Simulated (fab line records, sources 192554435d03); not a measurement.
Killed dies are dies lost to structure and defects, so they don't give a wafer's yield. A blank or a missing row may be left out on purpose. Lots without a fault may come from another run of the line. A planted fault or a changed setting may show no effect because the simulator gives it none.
Split-lot experiment | flow n5_finfet | 7 lots, 39 wafers read, on a route of 1938 steps

THE SPLIT
At N5_HKMG_FIN_ETCH_32 (etches SOC in N2/H2, target depth 240 nm, time 300 s), the setting target_depth_a was moved away from the recipe's 2400 angstrom on 12 of the 39 wafers read, by -11.0% to +10.4%. The other wafers ran this setting at the recipe's value.

The reading is taken at the split's own step.

THE READING
etch.depth_nm (the simulator's own value, which no gauge read), in nm, at N5_HKMG_FIN_ETCH_32 (etches SOC in N2/H2, target depth 240 nm, time 300 s). The file gives no usual value for it. The 27 wafers here that ran the recipe average 238.7 nm, standard deviation 6 nm.

wafer  | tool, chamber at the split | target_depth_a as run, angstrom | against the recipe | etch.depth_nm, nm | against lot-mates on the recipe
L078.1 | rie_diel-05, 1             | 2580                            | +7.5%              | 250.4             | +18.2
L078.2 | rie_diel-05, 0             | 2400                            | recipe             | 233.8             | -
L078.3 | rie_diel-05, 3             | 2400                            | recipe             | 233.5             | -
L078.4 | rie_diel-05, 2             | 2400                            | recipe             | 229.2             | -
L078.5 | rie_diel-05, 3             | 2580                            | +7.5%              | 252.4             | +20.2
L078.6 | rie_diel-05, 2             | 2580                            | +7.5%              | 245.9             | +13.7
L081.3 | rie_diel-06, 2             | 2400                            | recipe             | 248.8             | -
L081.4 | rie_diel-06, 1             | 2400                            | recipe             | 232.9             | -
L081.6 | rie_diel-06, 3             | 2400                            | recipe             | 234.1             | -
L083.1 | rie_diel-02, 2             | 2400                            | recipe             | 236.7             | -
L083.2 | rie_diel-02, 1             | 2400                            | recipe             | 240.3             | -
L083.6 | rie_diel-02, 1             | 2400                            | recipe             | 240.3             | -
L083.3 | rie_diel-02, 0             | 2400                            | recipe             | 249.9             | -
L083.4 | rie_diel-02, 3             | 2400                            | recipe             | 235.6             | -
L083.5 | rie_diel-02, 2             | 2400                            | recipe             | 235.9             | -
L084.1 | rie_diel-05, 1             | 2400                            | recipe             | 238.1             | -
L084.2 | rie_diel-05, 2             | 2400                            | recipe             | 227.7             | -
L084.3 | rie_diel-05, 0             | 2400                            | recipe             | 236.7             | -
L084.4 | rie_diel-05, 2             | 2596                            | +8.2%              | 249.9             | +15.7
L084.5 | rie_diel-05, 1             | 2596                            | +8.2%              | 257               | +22.8
L084.6 | rie_diel-05, 0             | 2596                            | +8.2%              | 256.8             | +22.6
L092.1 | rie_diel-02, 0             | 2400                            | recipe             | 247.8             | -
L092.2 | rie_diel-02, 1             | 2400                            | recipe             | 238.3             | -
L092.3 | rie_diel-02, 2             | 2650                            | +10.4%             | 256.9             | +12.2
L092.4 | rie_diel-02, 3             | 2650                            | +10.4%             | 261.2             | +16.5
L092.5 | rie_diel-02, 0             | 2400                            | recipe             | 248.1             | -
L092.6 | rie_diel-02, 3             | 2650                            | +10.4%             | 259.9             | +15.2
L095.1 | rie_diel-02, 2             | 2137                            | -11.0%             | 206.3             | -33.1
L095.2 | rie_diel-02, 3             | 2137                            | -11.0%             | 208.6             | -30.8
L095.3 | rie_diel-02, 0             | 2400                            | recipe             | 248.3             | -
L095.4 | rie_diel-02, 1             | 2137                            | -11.0%             | 212.9             | -26.5
L095.5 | rie_diel-02, 2             | 2400                            | recipe             | 233.3             | -
L095.6 | rie_diel-02, 1             | 2400                            | recipe             | 236.7             | -
L096.1 | rie_diel-06, 2             | 2400                            | recipe             | 244.6             | -
L096.2 | rie_diel-06, 0             | 2400                            | recipe             | 239.7             | -
L096.3 | rie_diel-06, 3             | 2400                            | recipe             | 235.7             | -
L096.4 | rie_diel-06, 2             | 2400                            | recipe             | 244.4             | -
L096.5 | rie_diel-06, 0             | 2400                            | recipe             | 240.8             | -
L096.6 | rie_diel-06, 3             | 2400                            | recipe             | 234.6             | -

THE FIT
A straight line over all 39 wafers: etch.depth_nm changes by +2.18 nm for each +1% of target_depth_a; r = +0.89; the points scatter about the line by 5.7 nm.
The same after taking each lot's own level away (the mean of its wafers on the recipe; 39 wafers): +2.26 nm for each +1%; r = +0.91; scatter 5.3 nm.
On that fit, the largest move of target_depth_a shifts the reading by 25 nm.
The lots' own levels span 232.17 to 244.73 nm, that is 2.1 times the standard deviation above.
So the lot-to-lot level changes the slope little: the two slopes agree.
Check: with one of the wafers moved furthest among these (-11.0%) left out of the fit, the line predicts -24.1 nm for it against its lot-mates. It came out at -33.1 nm against them.

OTHER SPLITS ON THESE WAFERS
These wafers also went through other splits before the reading. Each is held against what the fit with the lots' levels taken away leaves over:
other split on the same wafers     | wafers away from the commonest value | r with etch.depth_nm (lot level and that fit taken away)
N5_SD_EPI_P_EPI_21 dopant_conc_cm3 | 15                                   | -0.14
N5_HKMG_FIN_ETCH_54 source_w       | 15                                   | +0.00

THE WHOLE CHAIN: every reading that the file lists as answering this split, in the file's order
step                | what it does                                         | reading                                                                    | change (the file's fit)              | r (the file's)
N5_HKMG_FIN_ETCH_32 | etches SOC in N2/H2, target depth 240 nm, time 300 s | HKMG_FIN.feature_depth_nm (the simulator's own value, which no gauge read) | +2.22 nm for each +1% of the setting | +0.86
N5_HKMG_FIN_ETCH_32 | etches SOC in N2/H2, target depth 240 nm, time 300 s | etch.depth_nm (the simulator's own value, which no gauge read)             | +2.22 nm for each +1% of the setting | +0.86

THE FILE'S OWN FIT
etch.depth_nm changes by +2.22 nm for each +1% of target_depth_a, r = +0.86.
